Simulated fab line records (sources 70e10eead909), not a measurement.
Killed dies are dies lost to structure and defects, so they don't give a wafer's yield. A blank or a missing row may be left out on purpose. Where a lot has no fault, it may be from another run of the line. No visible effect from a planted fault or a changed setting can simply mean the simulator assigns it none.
Which tool was responsible? :: flow nandHarc :: 24 lots (72 wafers sampled), 1 step of a 1159-step route

## WHAT EACH GAUGE READ, for each wafer
NHARC_A_ONON_D1_THK_MEAS_21: measures by ellipsometry. Usual: thkNm reads 999 nm (standard deviation 8.4).
lot: L074
measured: day 7 19:24
on: filmMetro-01
thkNm (nm): 1006 1004 1004
flag: 

lot: L076
measured: day 8 09:19
on: filmMetro-02
thkNm (nm): 1002 1003 1003
flag: 

lot: L075
measured: day 8 09:19
on: filmMetro-01
thkNm (nm): 1006 1006 1007
flag: 

lot: L078
measured: day 9 00:18
on: filmMetro-02
thkNm (nm): 996 996 997
flag: 

lot: L077
measured: day 9 00:20
on: filmMetro-01
thkNm (nm): 1002 1001 1002
flag: 

lot: L079
measured: day 9 07:37
on: filmMetro-02
thkNm (nm): 998 998 999
flag: 

lot: L080
measured: day 9 19:22
on: filmMetro-01
thkNm (nm): 984 983 983
flag: 

lot: L082
measured: day 10 00:07
on: filmMetro-02
thkNm (nm): 998 999 1000
flag: 

lot: L081
measured: day 10 00:08
on: filmMetro-01
thkNm (nm): 1006 1006 1005
flag: 

lot: L083
measured: day 10 13:10
on: filmMetro-01
thkNm (nm): 1012 1012 1012
flag: 

lot: L084
measured: day 10 13:10
on: filmMetro-02
thkNm (nm): 1009 1011 1011
flag: 

lot: L088
measured: day 11 06:13
on: filmMetro-01
thkNm (nm): 997 997 999
flag: 

lot: L087
measured: day 11 06:14
on: filmMetro-02
thkNm (nm): 997 995 995
flag: 

lot: L086
measured: day 11 06:14
on: filmMetro-01
thkNm (nm): 1005 1003 1003
flag: 

lot: L085
measured: day 11 11:17
on: filmMetro-01
thkNm (nm): 998 996 996
flag: 

lot: L090
measured: day 11 22:09
on: filmMetro-01
thkNm (nm): 990 988 989
flag: 

lot: L089
measured: day 11 22:31
on: filmMetro-02
thkNm (nm): 999 998 998
flag: 

lot: L091
measured: day 12 06:26
on: filmMetro-01
thkNm (nm): 987 989 987
flag: 

lot: L092
measured: day 12 06:28
on: filmMetro-02
thkNm (nm): 999 1002 1000
flag: 

lot: L093
measured: day 12 12:28
on: filmMetro-02
thkNm (nm): 996 997 998
flag: 

lot: L094
measured: day 12 12:30
on: filmMetro-02
thkNm (nm): 988 987 987
flag: 

lot: L095
measured: day 13 05:32
on: filmMetro-02
thkNm (nm): 983 983 983
flag: 

lot: L096
measured: day 13 05:33
on: filmMetro-01
thkNm (nm): 993 995 994
flag: 

lot: L097
measured: day 13 23:45
on: filmMetro-02
thkNm (nm): 1013 1013 1015
flag: 

## EACH LOT AND THE TOOL THAT RAN IT (in order: tool; ch and the chambers of the sampled wafers; start)
There is no process step in the record ahead of these readings.

## AS READ BY THE TOOLS THEMSELVES (means over the sampled wafers that have a number; for cases with no such wafer, the mark the record gives instead)
The record holds no such reading with a usual standard deviation.

## THE ANSWER, worked out from the rows above alone
Rule: lot off if the mean of its wafers having a number is beyond 3 standard deviations from the usual mean. A lot without any number at a reading at which 4 lots or more have one is off too. All remaining lots with rows at the step are treated as sound. Order of review: gauges by route order, followed by the tools' own readings, for which a lot's mean as printed above is used. The first step at which some lot is off is used, and at that step the reading that is off furthest; a lot without a number counts as furthest.
No lot is off on any of the readings shown, so nothing can be concluded from this.

## WHAT WAS PUT IN BY THE SIMULATOR
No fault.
